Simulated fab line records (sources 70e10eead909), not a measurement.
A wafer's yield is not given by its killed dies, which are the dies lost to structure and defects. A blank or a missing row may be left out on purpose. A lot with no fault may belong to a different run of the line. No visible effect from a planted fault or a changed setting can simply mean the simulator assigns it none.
Which tool is to blame? || flow nand-harc || 14 lots, 42 wafers sampled, at 5 steps of a route of 1302

## WHAT EACH GAUGE READ, for each wafer
NHARC_HYBRID_BOND_OVL_MEAS_05.
{"lot": "L345", "measured": "day 24 01:35", "on": "overlay-01", "overlay-x-nm (nm)": "-40 -29 -5", "overlay-y-nm (nm)": "-14 59 -25"}
{"lot": "L346", "measured": "day 24 06:35", "on": "overlay-02", "overlay-x-nm (nm)": "39 50 -16", "overlay-y-nm (nm)": "4 49 33"}
{"lot": "L347", "measured": "day 24 01:35", "on": "overlay-02", "overlay-x-nm (nm)": "6 -40 37", "overlay-y-nm (nm)": "8 -8 -86"}
{"lot": "L348", "measured": "day 25 17:02", "on": "overlay-02", "overlay-x-nm (nm)": "11 66 33", "overlay-y-nm (nm)": "-4 -11 87"}
{"lot": "L351", "measured": "day 26 00:51", "on": "overlay-01", "overlay-x-nm (nm)": "21 18 3", "overlay-y-nm (nm)": "3 -9 -31"}
{"lot": "L350", "measured": "day 26 19:47", "on": "overlay-01", "overlay-x-nm (nm)": "-11 11 11", "overlay-y-nm (nm)": "23 -21 -47"}
{"lot": "L352", "measured": "day 26 23:13", "on": "overlay-01", "overlay-x-nm (nm)": "-32 30 -13", "overlay-y-nm (nm)": "-75 36 31"}
{"lot": "L353", "measured": "day 26 19:47", "on": "overlay-02", "overlay-x-nm (nm)": "30 -63 -26", "overlay-y-nm (nm)": "12 9 -83"}
{"lot": "L354", "measured": "day 27 08:29", "on": "overlay-01", "overlay-x-nm (nm)": "8 -52 -13", "overlay-y-nm (nm)": "10 -5 27"}
{"lot": "L356", "measured": "day 28 22:43", "on": "overlay-02", "overlay-x-nm (nm)": "-31 -14 7", "overlay-y-nm (nm)": "43 24 -32"}
{"lot": "L355", "measured": "day 27 22:46", "on": "overlay-02", "overlay-x-nm (nm)": "6 10 -20", "overlay-y-nm (nm)": "-6 31 13"}
{"lot": "L357", "measured": "day 28 22:43", "on": "overlay-01", "overlay-x-nm (nm)": "-51 25 -20", "overlay-y-nm (nm)": "4 26 -25"}
{"lot": "L365", "measured": "day 32 00:37", "on": "overlay-02", "overlay-x-nm (nm)": "39 -50 -35", "overlay-y-nm (nm)": "-9 26 66"}
{"lot": "L366", "measured": "day 32 22:19", "on": "overlay-02", "overlay-x-nm (nm)": "28 14 -41", "overlay-y-nm (nm)": "48 -44 -27"}

NHARC_THIN_TSV_THK_MEAS_02: measures by ir.
{"lot": "L345", "measured": "day 24 03:17", "on": "film-metro-01", "thk-nm (nm)": "3201 3133 3046"}
{"lot": "L346", "measured": "day 24 08:16", "on": "film-metro-01", "thk-nm (nm)": "2846 3184 3176"}
{"lot": "L347", "measured": "day 24 04:28", "on": "film-metro-02", "thk-nm (nm)": "2905 3176 2915"}
{"lot": "L348", "measured": "day 25 18:44", "on": "film-metro-01", "thk-nm (nm)": "2690 2605 2924"}
{"lot": "L351", "measured": "day 26 02:33", "on": "film-metro-01", "thk-nm (nm)": "3465 3255 3319"}
{"lot": "L350", "measured": "day 26 22:40", "on": "film-metro-02", "thk-nm (nm)": "2707 2843 2916"}
{"lot": "L352", "measured": "day 27 01:04", "on": "film-metro-01", "thk-nm (nm)": "2548 2626 3223"}
{"lot": "L353", "measured": "day 26 23:52", "on": "film-metro-02", "thk-nm (nm)": "2803 2736 2900"}
{"lot": "L354", "measured": "day 27 10:11", "on": "film-metro-01", "thk-nm (nm)": "2325 2893 2875"}
{"lot": "L356", "measured": "day 29 00:26", "on": "film-metro-02", "thk-nm (nm)": "3196 3275 2862"}
{"lot": "L355", "measured": "day 28 00:27", "on": "film-metro-01", "thk-nm (nm)": "3188 3067 2527"}
{"lot": "L357", "measured": "day 29 01:38", "on": "film-metro-02", "thk-nm (nm)": "3205 2881 2940"}
{"lot": "L365", "measured": "day 32 03:29", "on": "film-metro-02", "thk-nm (nm)": "2687 2846 3131"}
{"lot": "L366", "measured": "day 33 01:13", "on": "film-metro-01", "thk-nm (nm)": "3013 2942 3174"}

NHARC_THIN_TSV_CD_MEAS_16.
{"lot": "L345", "measured": "day 24 05:18", "on": "cd-sem-02", "cd-nm (nm)": "1002 999 1003"}
{"lot": "L346", "measured": "day 24 10:17", "on": "cd-sem-01", "cd-nm (nm)": "995 995 996"}
{"lot": "L347", "measured": "day 24 06:29", "on": "cd-sem-01", "cd-nm (nm)": "1004 1001 1003"}
{"lot": "L348", "measured": "day 25 20:45", "on": "cd-sem-02", "cd-nm (nm)": "997 999 993"}
{"lot": "L351", "measured": "day 26 04:34", "on": "cd-sem-02", "cd-nm (nm)": "1002 999 1000"}
{"lot": "L350", "measured": "day 27 00:33", "on": "cd-sem-03", "cd-nm (nm)": "1002 1003 1002"}
{"lot": "L352", "measured": "day 27 03:13", "on": "cd-sem-02", "cd-nm (nm)": "997 995 992"}
{"lot": "L353", "measured": "day 27 01:44", "on": "cd-sem-02", "cd-nm (nm)": "1006 1004 1003"}
{"lot": "L354", "measured": "day 27 12:11", "on": "cd-sem-01", "cd-nm (nm)": "1001 998 1000"}
{"lot": "L356", "measured": "day 29 02:26", "on": "cd-sem-02", "cd-nm (nm)": "1004 1002 1001"}
{"lot": "L355", "measured": "day 28 02:20", "on": "cd-sem-01", "cd-nm (nm)": "998 1001 996"}
{"lot": "L357", "measured": "day 29 03:43", "on": "cd-sem-03", "cd-nm (nm)": "1006 1004 1003"}
{"lot": "L365", "measured": "day 32 05:29", "on": "cd-sem-02", "cd-nm (nm)": "998 999 1001"}
{"lot": "L366", "measured": "day 33 03:23", "on": "cd-sem-01", "cd-nm (nm)": "998 997 1001"}

NHARC_END_SORT_01.
{"lot": "L345", "measured": "day 24 19:37", "on": "prober-01", "killed-at-array": "59 50 40", "killed-at-other": "0 0 0", "killed-at-periphery": "4 3 1", "killed-dies": "63 53 41", "killed-open": "0 1 1", "killed-short": "2 1 0"}
{"lot": "L348", "measured": "day 26 10:49", "on": "prober-02", "killed-at-array": "54 47 60", "killed-at-other": "0 0 0", "killed-at-periphery": "2 4 4", "killed-dies": "56 51 64", "killed-open": "2 4 0", "killed-short": "1 1 6"}
{"lot": "L357", "measured": "day 29 16:46", "on": "prober-02", "killed-at-array": "55 73 67", "killed-at-other": "0 0 1", "killed-at-periphery": "2 2 2", "killed-dies": "57 75 70", "killed-open": "3 0 3", "killed-short": "2 1 1"}
{"lot": "L365", "measured": "day 32 23:49", "on": "prober-02", "killed-at-array": "100 144 110", "killed-at-other": "0 0 0", "killed-at-periphery": "2 2 2", "killed-dies": "102 146 112", "killed-open": "2 3 0", "killed-short": "0 4 2"}
{"lot": "L366", "measured": "day 33 16:55", "on": "prober-02", "killed-at-array": "101 99 143", "killed-at-other": "0 0 0", "killed-at-periphery": "4 1 1", "killed-dies": "105 100 144", "killed-open": "1 2 2", "killed-short": "1 2 2"}

## WHICH TOOL RAN EACH LOT (tool, then ch and the chambers of the sampled wafers, then the start)
{"lot": "L345", "NHARC_A_STAIRCASE_PRECLEAN_240": "wet-bench-05 ch 5,6,7, day 15 23:44"}
{"lot": "L346", "NHARC_A_STAIRCASE_PRECLEAN_240": "wet-bench-05 ch 0,5,7, day 17 00:14"}
{"lot": "L347", "NHARC_A_STAIRCASE_PRECLEAN_240": "wet-bench-05 ch 0,1,6, day 17 09:01"}
{"lot": "L348", "NHARC_A_STAIRCASE_PRECLEAN_240": "wet-bench-06 ch 0,1,2, day 18 07:19"}
{"lot": "L351", "NHARC_A_STAIRCASE_PRECLEAN_240": "wet-bench-06 ch 2,6,7, day 18 09:59"}
{"lot": "L350", "NHARC_A_STAIRCASE_PRECLEAN_240": "wet-bench-05 ch 0,1,7, day 18 18:47"}
{"lot": "L352", "NHARC_A_STAIRCASE_PRECLEAN_240": "wet-bench-03 ch 0,1,2, day 19 08:50"}
{"lot": "L353", "NHARC_A_STAIRCASE_PRECLEAN_240": "wet-bench-03 ch 0,1,2, day 19 14:02"}
{"lot": "L354", "NHARC_A_STAIRCASE_PRECLEAN_240": "wet-bench-06 ch 0,4,5, day 20 04:28"}
{"lot": "L356", "NHARC_A_STAIRCASE_PRECLEAN_240": "wet-bench-06 ch 2,4,6, day 20 18:19"}
{"lot": "L355", "NHARC_A_STAIRCASE_PRECLEAN_240": "wet-bench-03 ch 3,4,5, day 20 18:30"}
{"lot": "L357", "NHARC_A_STAIRCASE_PRECLEAN_240": "wet-bench-06 ch 0,2,6, day 21 12:52"}
{"lot": "L365", "NHARC_A_STAIRCASE_PRECLEAN_240": "wet-bench-03 ch 3,4,7, day 24 00:26"}
{"lot": "L366", "NHARC_A_STAIRCASE_PRECLEAN_240": "wet-bench-03 ch 2,5,7, day 24 19:53"}
- NHARC_A_STAIRCASE_PRECLEAN_240: cleans in SC1.

## WHAT THE TOOLS THEMSELVES READ (means of the sampled wafers that have a number; where no wafer has one, the mark that the record gives instead)
The record holds no such reading with a usual standard deviation.

## THE ANSWER, worked out from the rows above alone
Rule: what is usual is taken from the lots themselves. The widest of any qualifying gaps counts: lots, ordered by their means at a reading, are off when they make up no more than a third of the lots, leave a main group of 4 or more, and stand apart from it by 3 or more times the standard deviation of that group's means. Not used: any main group whose means are identical at the precision the tables above print for the reading. A lot without any number at a reading at which 4 lots or more have one is off too. Where the step has rows for the other lots, those lots are counted as sound. After the gauges, taken in route order, come the tools' own readings; for these a lot's mean is taken, as printed above. At the first step where some lot is off, the reading lying furthest off is the one used; lots without a number count as furthest.
No lot is off at any reading shown: from this, nothing can be told.

## WHAT THE SIMULATOR HAD PUT IN
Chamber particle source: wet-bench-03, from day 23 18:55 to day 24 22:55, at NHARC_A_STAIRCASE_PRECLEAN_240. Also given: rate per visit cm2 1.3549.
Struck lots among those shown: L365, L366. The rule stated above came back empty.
